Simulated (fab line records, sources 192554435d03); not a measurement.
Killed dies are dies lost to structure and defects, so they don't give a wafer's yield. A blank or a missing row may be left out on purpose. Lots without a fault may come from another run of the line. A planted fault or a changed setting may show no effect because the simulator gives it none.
Chamber matching | flow n5_finfet | N5_SD_EPI_N_ETCH_34 on rie_diel-02: 3 sister chambers
The step etches SiARC in CF4, target depth 45.5 nm, time 75.8 s. 16 wafers are shown with their chamber, then 6 later ones without.

WAFERS WITH THEIR CHAMBER
wafer  | chamber | drypump_motor_current_A (A) | oes_product_au (a.u.) | throttle_valve_pct (%)
L077.1 | 3       | 6.0                         | 0.58                  | 16.02
L077.2 | 0       | 6.3                         | 0.64                  | 15.33
L077.5 | 0       | 6.2                         | 0.63                  | 15.34
L079.2 | 2       | 5.7                         | 0.73                  | 15.43
L079.3 | 0       | 6.2                         | 0.63                  | 15.34
L079.4 | 2       | 5.7                         | 0.74                  | 15.40
L081.2 | 3       | 6.0                         | 0.86                  | 15.56
L081.5 | 2       | 5.7                         | 0.74                  | 15.45
L081.6 | 3       | 6.0                         | 0.87                  | 15.57
L085.1 | 3       | 6.0                         | 0.82                  | 15.60
L085.3 | 2       | 5.7                         | 0.72                  | 15.44
L085.6 | 0       | 6.2                         | 0.62                  | 15.39
L086.3 | 3       | 6.0                         | 0.82                  | 15.61
L086.4 | 2       | 5.7                         | 0.71                  | 15.47
L086.5 | 3       | 6.0                         | 0.83                  | 15.61
L093.2 | 0       | 6.2                         | 0.61                  | 15.42

SIGNATURES (means of the wafers above)
reading                 | chamber 0 | chamber 2 | chamber 3 | scatter within a chamber
drypump_motor_current_A | 6.220     | 5.700     | 6.000     | 0.0248
oes_product_au          | 0.6260    | 0.7280    | 0.7967    | 0.0678
throttle_valve_pct      | 15.3640   | 15.4380   | 15.6617   | 0.113
Rule: a wafer's distance from a chamber is the root of the sum, over the readings, of the square of ((its reading less the chamber's mean) divided by the reading's scatter). The wafer belongs to the nearest chamber; if the next one is less than 2 further off, it can't be placed. The scatter: the root of (the sum of the squares of (reading less its chamber's mean) over the shown wafers, divided by (wafers less chambers)).

WAFERS WITHOUT THEIR CHAMBER
wafer  | drypump_motor_current_A (A) | oes_product_au (a.u.) | throttle_valve_pct (%)
L093.4 | 5.6                         | 0.70                  | 15.50
L093.5 | 6.0                         | 0.79                  | 15.63
L094.2 | 6.3                         | 0.61                  | 15.41
L094.4 | 6.0                         | 0.79                  | 15.62
L097.4 | 5.7                         | 0.69                  | 15.52
L097.6 | 6.2                         | 0.61                  | 15.43

WHICH CHAMBER EACH WENT THROUGH
wafer  | from the rows above | in truth
L093.4 | 2                   | 2
L093.5 | 3                   | 3
L094.2 | 0                   | 0
L094.4 | 3                   | 3
L097.4 | 2                   | 2
L097.6 | 0                   | 0
Placed correctly: 6 of 6. Can't be placed from these rows: 0. Placed wrongly: 0.
